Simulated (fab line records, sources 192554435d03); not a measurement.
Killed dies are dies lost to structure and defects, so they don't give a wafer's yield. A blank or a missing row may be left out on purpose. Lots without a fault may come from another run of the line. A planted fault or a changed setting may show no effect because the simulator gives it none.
fab line records | flow n5_finfet
record lots=10 wafers=29 last_day=18
route steps=1938 shown ZERO_LAYER@15 WELL_APT@28 BEOL_M4@1111 PASSIVATION@1936
lots that met no fault: from a run of the same line without faults
start_h: hours from the record's first day to the start of the lot's first wafer shown | wait_h: hours since the lot's step before | " the same as in the row above | L1.1+2: a row that stands for several wafers | - no value, or no start given | * or withheld: withheld | < > ~ a bound
route shown NAME@n: a module of which the file shows steps, and the number in the route of the first | usual: mean/standard deviation of fault-free wafers | same: alike in all rows | chamber/n: place in a boat | sites: the reading at each site | _std_site: their standard deviation | _edge_site: outer sites' mean less inner sites' | radius_mm: how far each site lies from the wafer's centre | mask NAME#n: copy n | behind: the tool/chamber that last shaped the wafer | hold: why the lot was held/for how many hours/how that ended | device: the transistor (n, p or np) that didn't switch | end of line: the same wafers' tests at the end of the route | a step without rows: its recipe alone | killed: dies lost to structure and defects at the first sort, not the wafer's yield | map: a wafer's dies, x killed, . not, _ none there
set.NAME: the setting as run; set.NAME@STEP: as run at that earlier step | model.NAME: the simulator's own value behind a step, which no gauge read
steps of the route over a sample of lots; a table a step, a row a wafer
services: from which hour (start_h, from the record's first day; less than 0 if before it) a tool's chamber was out of use, for how many hours, and why
## steps
# step N5_ZERO_LAYER_ETCH_17
# recipe chemistry=CF4 target=SiO2 target_depth_a=120 time_s=13.3 ion_energy_ev=350 pressure_mtorr=40 source_w=450 bias_w=215 Ar_flow_sccm=100 cf4_flow_sccm=100
# usual drypump_motor_current_A=5.5/0.4 oes_product_au=0.78/0.09 rf_vpp_V=950/3.8 showerhead_plenum_p_Torr=2.16/0.06 throttle_valve_pct=15.64/0.16
# columns lot.wafer tool chamber start_h wait_h drypump_motor_current_A oes_product_au rf_hours_counter_h rf_vpp_V showerhead_plenum_p_Torr throttle_valve_pct
L606.1 rie_diel-02 3 24.73 0.0 5.2 0.74 125 954 2.24 15.80
L606.3 " 0 " " 5.3 0.70 211 942 2.04 15.64
L606.6 " 1 " " 4.9 0.70 - 954 2.20 15.68
L607.1 rie_diel-05 3 30.85 0.0 5.6 0.70 233 947 2.12 15.87
L607.3 " 1 " " 5.6 0.80 108 950 2.16 15.51
L607.6 " 0 " " 6.2 0.78 - 955 2.23 15.82
L608.2 rie_diel-05 1 36.78 0.0 5.6 0.80 111 950 2.16 15.52
L608.4 " 0 " " 6.2 0.79 - 953 2.23 15.83
L608.5 " 3 " " 5.5 0.70 - 946 2.12 15.87
L609.1 rie_diel-04 2 43.41 0.0 6.4 1.01 1 952 2.20 15.60
L609.3 " 0 " " 5.9 0.82 90 951 2.16 15.36
L609.4 " 1 " " 5.4 0.67 - 948 2.10 15.76
L618.1 rie_diel-05 2 96.71 0.0 5.5 0.95 15 951 2.19 15.45
L618.4 " 2 " " 5.5 0.94 - 952 2.19 15.44
L618.5 " 0 " " 6.2 0.77 - 954 2.22 15.86
L619.1 rie_diel-05 0 102.84 0.0 6.2 0.77 146 954 2.22 15.85
L619.5 " 2 " " 5.5 0.94 - 952 2.18 15.44
L619.6 " 1 " " 5.6 0.78 - 949 2.15 15.56
L620.1 rie_diel-04 0 108.84 0.0 5.9 0.79 115 950 2.15 15.43
L620.3 " 3 " " 5.7 0.91 15 951 2.20 15.66
L620.5 " 0 " " 5.9 0.80 - 949 2.15 15.43
L623.3 rie_diel-02 3 126.71 0.0 5.1 0.72 155 953 2.23 15.85
L623.4 " 2 " " 5.6 0.76 147 949 2.15 15.50
L623.6 " 3 " " 5.2 0.72 - 954 2.23 15.87
L624.1 rie_diel-05 3 132.84 0.0 5.6 0.95 7 947 2.11 15.42
L624.5 " 0 " " 6.2 0.75 - 953 2.22 15.88
L624.6 " 3 " " 5.6 0.95 - 947 2.11 15.41
L626.5 rie_diel-02 0 144.74 0.0 5.4 0.66 - 941 2.03 15.72
L626.6 " 1 " " 4.9 0.67 - 951 2.19 15.76
# step N5_WELL_APT_CD_MEAS_08
# recipe target_cd_nm=200 landing_energy_ev=500 detector=se_inlens
# usual cd_nm=200.2/2
# columns lot.wafer tool chamber start_h wait_h cd_nm
L606.1 cd_sem-03 0 25.60 - 197.2
L606.3 " 0 " " 198.0
L606.6 " 0 " " 197.5
L607.1 cd_sem-01 0 31.69 - 200.8
L607.3 " 0 " " 199.7
L607.6 " 0 " " 198.8
L608.2 cd_sem-02 0 37.79 - 200.9
L608.4 " 0 " " 201.2
L608.5 " 0 " " 201.1
L609.1 cd_sem-02 0 44.38 - 198.7
L609.3 " 0 " " 197.3
L609.4 " 0 " " 198.4
L618.1 cd_sem-01 0 97.68 - 198.4
L618.4 " 0 " " 198.5
L618.5 " 0 " " 199.1
L619.1 cd_sem-03 0 103.81 - 198.5
L619.5 " 0 " " 198.3
L619.6 " 0 " " 198.8
L620.1 cd_sem-02 0 109.90 - 197.4
L620.3 " 0 " " 200.1
L620.5 " 0 " " 198.8
L623.3 cd_sem-03 0 127.60 - 200.5
L623.4 " 0 " " 201.4
L623.6 " 0 " " 199.3
L624.1 cd_sem-03 0 133.68 - 200.1
L624.5 " 0 " " 199.5
L624.6 " 0 " " 199.3
L626.5 cd_sem-01 0 145.57 - 203.5
L626.6 " 0 " " 202.1
# step N5_WELL_APT_DESCUM_13
# recipe chemistry=O2 time_s=7.9 source_power_w=50 bias_power_w=20 pressure_mtorr=20 rf_frequency_hz=2.712e+07 temp_c=40 o2_flow_sccm=225
# usual drypump_motor_current_A=5.9/0.53 oes_product_au=0.76/0.073 rf_vpp_V=243.5/1.5 showerhead_plenum_p_Torr=2.12/0.076 throttle_valve_pct=20.44/0.19
# columns lot.wafer tool chamber start_h wait_h drypump_motor_current_A oes_product_au rf_hours_counter_h rf_vpp_V showerhead_plenum_p_Torr throttle_valve_pct
L606.1 rie_diel-06 0 25.69 0.0 5.7 0.73 168 243.7 2.18 20.43
L606.3 " 2 " " 6.3 0.73 188 244.2 2.06 20.30
L606.6 " 1 " " 6.6 0.77 - 244.2 2.20 20.48
L607.1 rie_diel-06 0 31.79 0.0 5.7 0.74 170 244.4 2.18 20.46
L607.3 " 1 " " 6.6 0.77 151 244.5 2.20 20.47
L607.6 " 0 " " 5.7 0.74 - 244.4 2.18 20.43
L608.2 rie_diel-06 3 37.87 0.0 5.4 0.71 216 241.3 2.00 20.68
L608.4 " 2 " " 6.3 0.72 193 243.5 2.06 20.32
L608.5 " 2 " " 6.3 0.73 - 241.9 2.06 20.32
L609.1 rie_diel-01 0 45.12 0.7 6.3 0.81 74 246.5 2.21 20.18
L609.3 " 1 " " 5.8 0.70 210 240.7 1.98 20.14
L609.4 " 2 " " 5.2 0.95 7 244.4 2.21 19.99
L618.1 rie_diel-06 1 98.05 0.3 6.6 0.74 173 245.2 2.19 20.50
L618.4 " 1 " " 6.6 0.74 - 244.8 2.19 20.50
L618.5 " 2 " " 6.3 0.71 - 242.9 2.05 20.34
L619.1 rie_diel-03 2 103.89 0.0 5.0 0.86 49 243.3 2.15 20.70
L619.5 " 2 " " 5.0 0.85 - 244.0 2.15 20.70
L619.6 " 1 " " 5.4 0.72 - 245.8 2.18 20.43
L620.1 rie_diel-06 1 110.04 0.1 6.6 0.74 178 244.3 2.19 20.53
L620.3 " 0 " " 5.7 0.72 193 244.7 2.17 20.48
L620.5 " 0 " " 5.7 0.71 - 243.4 2.17 20.48
L623.3 rie_diel-06 0 127.69 0.0 5.7 0.72 199 244.9 2.17 20.49
L623.4 " 2 " " 6.3 0.70 223 244.2 2.05 20.38
L623.6 " 2 " " 6.3 0.70 - 242.7 2.05 20.37
L624.1 rie_diel-01 3 133.77 0.0 6.6 0.70 242 243.4 2.15 20.58
L624.5 " 1 " " 5.8 0.68 - 242.5 1.97 20.17
L624.6 " 2 " " 5.2 0.87 - 243.6 2.20 20.03
L626.5 rie_diel-06 0 145.71 0.1 5.7 0.71 - 245.0 2.17 20.51
L626.6 " 2 " " 6.3 0.70 - 243.6 2.05 20.37
# step N5_WELL_APT_IMPLANT_32
# recipe species=BF2 energy_kev=50 dose_cm2=2e+13 tilt_deg=0 rotation_deg=0
# usual dose_ions_cm2=1.9999e+13/2.2e+10 end_station_pressure_torr=5.14e-06/2.7e-07 faraday_current_uA=254/5.3
# columns lot.wafer tool chamber start_h wait_h dose_ions_cm2 end_station_pressure_torr faraday_current_uA
L606.1 implanter-02 0 27.08 0.1 2.0001e+13 4.61e-06 251
L606.3 " 0 " " 1.9998e+13 4.96e-06 251
L606.6 " 0 " " 1.999e+13 4.88e-06 246
L607.1 implanter-02 0 33.33 0.1 1.4967e+13 4.94e-06 187
L607.3 " 0 " " 1.4976e+13 5.09e-06 193
L607.6 " 0 " " 1.4972e+13 4.77e-06 188
L608.2 implanter-02 0 39.30 0.1 1.4965e+13 5.09e-06 194
L608.4 " 0 " " 1.4998e+13 4.86e-06 194
L608.5 " 0 " " 1.501e+13 5.03e-06 188
L609.1 implanter-02 0 46.86 0.1 1.497e+13 4.93e-06 185
L609.3 " 0 " " 1.4953e+13 5.58e-06 190
L609.4 " 0 " " 1.4985e+13 5.02e-06 183
L618.1 implanter-02 0 99.58 0.1 2.0066e+13 5.3e-06 257
L618.4 " 0 " " 1.9974e+13 5.03e-06 266
L618.5 " 0 " " 2.0035e+13 5.19e-06 244
L619.1 implanter-02 0 105.31 0.1 2.0004e+13 5.73e-06 246
L619.5 " 0 " " 2.0046e+13 5.25e-06 255
L619.6 " 0 " " 1.9983e+13 4.95e-06 254
L620.1 implanter-02 0 111.43 0.1 2.003e+13 5.32e-06 251
L620.3 " 0 " " 2.0059e+13 5.39e-06 263
L620.5 " 0 " " 2.0002e+13 5.47e-06 255
L623.3 implanter-02 0 129.36 0.1 1.9979e+13 5.17e-06 252
L623.4 " 0 " " 1.9989e+13 5.64e-06 261
L623.6 " 0 " " 2.0022e+13 4.8e-06 250
L624.1 implanter-02 0 135.29 0.1 1.9977e+13 5.13e-06 250
L624.5 " 0 " " 1.9993e+13 4.99e-06 255
L624.6 " 0 " " 2.0002e+13 4.77e-06 255
L626.5 implanter-01 0 147.21 0.1 1.999e+13 5.48e-06 264
L626.6 " 0 " " 1.9968e+13 5.12e-06 252
# step N5_BEOL_M4_RC_MEAS_101
# usual CJ_N=4.37/0.084 DIBL_N=35.7/1.5 DIBL_P=35.7/2 IOFF_N=0.155/0.026 IOFF_P=0.20/0.031 ION_N=675/11 ION_P=462/7.1 SS_N=71.3/0.57 SS_P=73.1/0.56 VT_N=250/3 VT_P=-251/3
# columns lot.wafer tool chamber start_h wait_h CJ_N DIBL_N[mV/V] DIBL_P[mV/V] IOFF_N[nA/um] IOFF_P[nA/um] ION_N[uA/um] ION_P[uA/um] SS_N[mV/dec] SS_P[mV/dec] VT_N[mV] VT_P[mV]
L606.1 prober-02 0 194.13 0.0 4.39 34.0 33.8 0.141 0.19 683 462 71.2 72.1 250 -250
L606.3 " 0 " " 4.33 36.0 37.2 0.186 0.26 685 468 71.9 73.3 245 -246
L606.6 " 0 " " 4.40 33.7 33.5 0.142 0.19 678 465 70.4 72.3 249 -250
L607.1 prober-01 0 195.18 0.0 3.76 33.7 31.3 0.112 0.17 664 458 70.7 72.4 254 -253
L607.3 " 0 " " 3.81 34.7 33.0 0.132 0.19 683 469 71.3 73.6 252 -251
L607.6 " 0 " " 3.80 38.5 37.4 0.193 0.25 685 470 72.6 74.7 247 -248
L609.1 prober-01 0 198.41 0.0 3.75 33.0 32.8 0.129 0.17 671 460 71.6 72.4 251 -251
L609.3 " 0 " " 3.79 31.3 30.8 0.105 0.14 640 444 70.1 71.8 256 -255
L609.4 " 0 " " 3.90 35.1 34.6 0.159 0.19 678 460 71.8 72.7 247 -252
L608.2 prober-02 0 199.05 0.2 3.61 36.5 34.7 0.173 0.21 675 460 72.1 72.9 248 -251
L608.4 " 0 " " 3.84 37.7 34.5 0.196 0.20 697 468 73.3 73.0 248 -252
L608.5 " 0 " " 3.67 35.6 32.9 0.145 0.18 680 464 71.4 72.6 250 -252
L619.1 prober-02 0 260.39 0.0 4.35 37.2 36.8 0.162 0.21 670 459 71.5 73.0 253 -248
L619.5 " 0 " " 4.37 37.9 38.4 0.173 0.23 679 462 71.5 73.5 250 -249
L619.6 " 0 " " 4.20 36.4 36.6 0.152 0.21 672 456 72.0 72.5 251 -250
L618.1 prober-02 0 267.64 0.0 4.41 34.9 35.7 0.146 0.18 680 461 70.7 72.8 249 -250
L618.4 " 0 " " 4.40 35.6 35.3 0.153 0.18 667 459 70.9 73.2 250 -250
L618.5 " 0 " " 4.29 35.3 36.2 0.148 0.20 676 465 70.3 73.6 250 -252
L620.1 prober-01 0 277.73 0.0 4.34 36.7 36.3 0.157 0.21 682 472 72.4 72.9 248 -248
L620.3 " 0 " " 4.38 37.4 37.0 0.171 0.23 683 469 72.5 73.6 248 -247
L620.5 " 0 " " 4.35 37.1 36.7 0.169 0.23 677 467 71.9 73.5 246 -247
L623.3 prober-01 0 286.34 0.3 4.28 34.8 33.1 0.112 0.18 654 458 71.0 72.4 255 -251
L623.4 " 0 " " 4.25 36.9 36.3 0.160 0.23 682 474 71.2 73.0 248 -247
L623.6 " 0 " " 4.25 36.3 35.8 0.146 0.22 679 468 71.5 72.6 250 -249
L624.1 prober-01 0 305.37 0.0 4.37 34.4 34.9 0.137 0.18 666 456 71.0 72.7 251 -253
L624.5 " 0 " " 4.41 33.9 34.4 0.128 0.18 659 456 71.1 72.4 252 -255
L624.6 " 0 " " 4.39 36.7 37.3 0.166 0.21 675 459 71.2 73.2 250 -253
L626.5 prober-01 0 312.16 0.6 4.33 36.4 38.0 0.163 0.20 666 459 71.1 73.1 246 -252
L626.6 " 0 " " 4.19 37.0 39.4 0.172 0.22 676 464 71.1 73.1 249 -251
# step N5_PASSIVATION_PROBE_49
# usual defect_limited_yield=91.4/1.5 killed_at_M0_to_M3=34/10 killed_at_M4_up=15/6 killed_at_contacts=12/6 killed_at_front_end=37/11 killed_at_other=3.3/2.8 killed_dies=101/18 killed_open=66/14 killed_short=33/7.8 sort_bin_5_function=5.0/0.97 sort_bin_6_memory=3.2/0.72 sort_n_pass=1079/18 sort_yield_pct=91.4/1.5
# same gross_dies=1180 killed_at_back_side=0 sort_bin_4_leakage[%]=0 sort_bin_8_speed[%]=0
# columns lot.wafer tool chamber start_h wait_h defect_limited_yield[%] killed_at_M0_to_M3 killed_at_M4_up killed_at_contacts killed_at_front_end killed_at_other killed_dies killed_open killed_short sort_bin_5_function[%] sort_bin_6_memory[%] sort_n_pass sort_yield_pct[%]
L609.1 prober-02 - 304.26 0.0 91.8 27 6 5 46 13 97 62 35 5.2 2.5 1083 91.8
L609.3 prober-02 - 304.36 0.1 91.7 27 13 12 36 10 98 58 32 4.4 3.1 1082 91.7
L609.4 prober-02 - 304.41 0.2 89.5 69 10 13 25 7 124 90 34 6.4 3.8 1056 89.5
L608.2 prober-02 - 306.60 0.1 90.9 50 12 15 26 4 107 71 36 6.0 2.8 1073 90.9
L608.4 prober-02 - 306.70 0.2 90.8 37 9 15 47 0 108 59 44 4.9 3.7 1072 90.8
L608.5 prober-02 - 306.75 0.2 90.1 44 13 5 50 5 117 77 39 5.7 3.8 1063 90.1
L607.1 prober-02 - 309.54 0.0 91.1 45 15 7 36 2 105 76 26 5.8 3.1 1075 91.1
L607.3 prober-02 - 309.64 0.1 92.5 24 10 11 38 5 88 54 26 3.9 3.0 1092 92.5
L607.6 prober-02 - 309.79 0.3 91.0 50 19 0 33 4 106 67 37 4.7 3.7 1074 91.0
L623.3 prober-02 - 385.96 0.1 92.0 33 3 16 41 1 94 65 29 5.1 2.7 1086 92.0
L623.4 prober-02 - 386.01 0.2 90.0 36 13 25 37 7 118 70 48 5.8 3.5 1062 90.0
L623.6 prober-02 - 386.11 0.3 90.1 30 14 13 57 3 117 80 37 5.5 4.1 1063 90.1
L618.1 prober-02 - 386.45 0.0 87.9 55 34 6 43 5 143 82 54 6.6 4.6 1037 87.9
L618.4 prober-02 - 386.60 0.2 91.1 47 20 4 31 3 105 66 37 5.1 3.5 1075 91.1
L618.5 prober-02 - 386.65 0.2 91.0 45 21 6 34 0 106 73 33 4.7 3.7 1074 91.0
L626.5 prober-02 - 425.70 0.2 91.5 36 12 7 34 11 100 62 36 4.6 3.4 1080 91.5
L626.6 prober-02 - 425.75 0.3 92.7 17 10 9 47 3 86 51 26 4.0 2.8 1094 92.7
# killed by level:class
L609.1 FIN_SAQP:geometric_particle:open=10 STI_FIN_REVEAL:geometric_particle:open=10 BEOL_M2:geometric_particle:open=9 BEOL_M3:geometric_particle:open=7 GATE_CUT:geometric_particle:open=5 MIM_TOP_ETCH:geometric_particle:short=5 GATE_CUT:geometric_particle:short=4 STARTING-WAFER:geometric_particle:short=4
L609.3 MOL_CONTACT_COAG:geometric_particle:open=11 FIN_SAQP:geometric_particle:short=8 BEOL_M2:geometric_particle:open=7 GATE_CUT:geometric_particle:short=6 BEOL_M4:geometric_particle:open=6 HKMG_FIN:area_etch=6 BEOL_M1:geometric_particle:open=5 FIN_SAQP:geometric_particle:open=4
L609.4 BEOL_M2:geometric_particle:open=32 MOL_CONTACT_COAG:geometric_particle:open=12 BEOL_M1:geometric_particle:open=9 BEOL_M2:geometric_particle:short=9 FIN_SAQP:geometric_particle:open=6 BEOL_M0_SAQP:geometric_particle:open=6 STI_FIN_REVEAL:geometric_particle:open=5 BEOL_M3:geometric_particle:open=5
L608.2 BEOL_M3:geometric_particle:open=10 STI_FIN_REVEAL:geometric_particle:open=9 MOL_CONTACT_COAG:geometric_particle:open=9 BEOL_M2:geometric_particle:open=9 BEOL_M0_SAQP:geometric_particle:open=7 BEOL_M3:geometric_particle:short=7 MOL_CONTACT_COAG:geometric_particle:short=6 BEOL_M0_SAQP:geometric_particle:short=6
L608.4 FIN_SAQP:geometric_particle:short=14 MOL_CONTACT_COAG:geometric_particle:open=13 BEOL_M2:geometric_particle:open=11 BEOL_M0_SAQP:geometric_particle:short=10 STI_FIN_REVEAL:geometric_particle:open=7 FIN_SAQP:geometric_particle:open=6 BEOL_M0_SAQP:geometric_particle:open=6 ILD0:geometric_particle:short=4
L608.5 FIN_SAQP:geometric_particle:open=20 FIN_SAQP:geometric_particle:short=9 BEOL_M1:geometric_particle:open=9 BEOL_M2:geometric_particle:open=8 BEOL_M0_SAQP:geometric_particle:short=6 BEOL_M3:geometric_particle:open=6 DUMMY_GATE:geometric_particle:open=4 GATE_CUT:geometric_particle:open=4
L607.1 STI_FIN_REVEAL:geometric_particle:open=15 BEOL_M2:geometric_particle:open=12 BEOL_M1:geometric_particle:open=11 BEOL_M4:geometric_particle:open=9 BEOL_M0_SAQP:geometric_particle:short=8 BEOL_M0_SAQP:geometric_particle:open=7 GATE_CUT:geometric_particle:short=5 BEOL_M3:geometric_particle:open=5
L607.3 MOL_CONTACT_COAG:geometric_particle:open=9 STI_FIN_REVEAL:geometric_particle:open=7 BEOL_M2:geometric_particle:open=7 HKMG_FIN:area_etch=7 BEOL_M3:geometric_particle:open=6 FIN_SAQP:geometric_particle:short=5 DUMMY_GATE:geometric_particle:open=4 STARTING-WAFER:geometric_particle:short=4
L607.6 BEOL_M3:geometric_particle:open=16 BEOL_M4:geometric_particle:open=10 BEOL_M1:geometric_particle:open=10 STI_FIN_REVEAL:geometric_particle:open=9 GATE_CUT:geometric_particle:short=6 BEOL_M2:geometric_particle:open=6 STARTING-WAFER:geometric_particle:short=5 GATE_CUT:geometric_particle:open=4
L623.3 FIN_SAQP:geometric_particle:open=14 MOL_CONTACT_COAG:geometric_particle:open=12 BEOL_M3:geometric_particle:open=12 DUMMY_GATE:geometric_particle:open=8 BEOL_M0_SAQP:geometric_particle:open=7 FIN_SAQP:geometric_particle:short=5 BEOL_M0_SAQP:geometric_particle:short=5 MOL_CONTACT_COAG:geometric_particle:short=4
L623.4 MOL_CONTACT_COAG:geometric_particle:open=21 BEOL_M0_SAQP:geometric_particle:short=13 BEOL_M4:geometric_particle:open=10 GATE_CUT:geometric_particle:short=9 BEOL_M0_SAQP:geometric_particle:open=7 FIN_SAQP:geometric_particle:open=5 STI_FIN_REVEAL:geometric_particle:open=5 FIN_SAQP:geometric_particle:short=4
L623.6 FIN_SAQP:geometric_particle:open=18 MOL_CONTACT_COAG:geometric_particle:open=10 BEOL_M0_SAQP:geometric_particle:open=9 GATE_CUT:geometric_particle:short=9 BEOL_M3:geometric_particle:open=9 FIN_SAQP:geometric_particle:short=6 STI_FIN_REVEAL:geometric_particle:open=6 BEOL_M0_SAQP:geometric_particle:short=5
L618.1 BEOL_M0_SAQP:geometric_particle:short=16 BEOL_M2:geometric_particle:open=14 BEOL_M4:geometric_particle:open=14 BEOL_M0_SAQP:geometric_particle:open=12 FIN_SAQP:geometric_particle:short=9 FIN_SAQP:geometric_particle:open=6 ILD0:geometric_particle:open=5 BEOL_M4:geometric_particle:short=5
L618.4 BEOL_M2:geometric_particle:open=19 BEOL_M0_SAQP:geometric_particle:short=12 BEOL_M0_SAQP:geometric_particle:open=7 BEOL_M5:geometric_particle:open=7 FIN_SAQP:geometric_particle:short=6 DUMMY_GATE:geometric_particle:open=5 GATE_CUT:geometric_particle:open=4 BEOL_M2:geometric_particle:short=4
L618.5 BEOL_M0_SAQP:geometric_particle:open=12 BEOL_M0_SAQP:geometric_particle:short=11 BEOL_M2:geometric_particle:open=11 DUMMY_GATE:geometric_particle:open=9 FIN_SAQP:geometric_particle:short=7 FIN_SAQP:geometric_particle:open=7 BEOL_M4:geometric_particle:open=7 MOL_CONTACT_COAG:geometric_particle:open=5
L626.5 FIN_SAQP:geometric_particle:open=8 BEOL_M1:geometric_particle:open=8 FIN_SAQP:geometric_particle:short=7 BEOL_M4:geometric_particle:open=7 BEOL_M0_SAQP:geometric_particle:short=6 BEOL_M3:geometric_particle:open=6 MOL_CONTACT_COAG:geometric_particle:open=5 BEOL_M0_SAQP:geometric_particle:open=5
L626.6 FIN_SAQP:geometric_particle:open=10 FIN_SAQP:geometric_particle:short=7 STI_FIN_REVEAL:geometric_particle:open=7 MOL_CONTACT_COAG:geometric_particle:open=7 BEOL_M0_SAQP:geometric_particle:short=6 BEOL_M0_SAQP:geometric_particle:open=6 DUMMY_GATE:geometric_particle:open=5 HKMG_FIN:area_etch=5
## services
# columns tool chamber start_h hours kind
rie_diel-03 2 4.55 8.3 repair
rie_diel-02 2 19.97 4.2 repair
rie_diel-03 1 26.25 10.1 repair
rie_diel-04 3 28.67 77.2 repair
rie_diel-05 3 55.54 9.2 repair
rie_diel-04 0 57.00 4.1 repair
implanter-02 - 60.19 0.7 repair
rie_diel-05 2 63.93 2.1 repair
rie_diel-01 1 66.24 16.2 repair
implanter-02 - 79.74 3.0 repair
rie_diel-06 0 95.43 9.2 repair
rie_diel-01 0 107.19 29.5 repair
implanter-01 - 111.13 1.5 repair
rie_diel-05 1 112.71 3.3 repair
implanter-01 - 125.01 1.2 repair
implanter-01 - 130.32 8.0 pm
rie_diel-06 3 136.50 - clean
rie_diel-06 3 136.50 - consumable_replace:focus_ring
rie_diel-06 3 136.50 - consumable_replace:showerhead
rie_diel-06 3 136.50 34.7 scheduled_down
rie_diel-06 3 136.50 34.7 vent_cycle
rie_diel-04 2 143.32 5.9 repair
rie_diel-04 - 144.48 0.2 repair
rie_diel-02 2 145.20 5.7 repair
## key
first_sign step=N5_WELL_APT_IMPLANT_32 reading=dose_ions_cm2 direction=down sigmas=99+ usual=1.9999e+13 struck=1.4977e+13
effect step=N5_WELL_APT_IMPLANT_32 reading=faraday_current_uA direction=down sigmas=12 usual=254 struck=189
effect step=N5_BEOL_M4_RC_MEAS_101 reading=CJ_N direction=down sigmas=7.1 usual=4.37 struck=3.77
met_at N5_WELL_APT_IMPLANT_32
struck_lots L607,L608,L609
not_acting_at N5_ZERO_LAYER_ETCH_17,N5_WELL_APT_CD_MEAS_08,N5_WELL_APT_DESCUM_13
onset_between 27.08 33.33
fault kind=process_parameter_drift tool=implanter-02 chamber=- onset_h=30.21 steps=N5_WELL_APT_IMPLANT_32 channel=dose_cm2 offset=-5.0197e+12 shape=step end_h=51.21 acts_in=these_recipes_only stated=2e+13
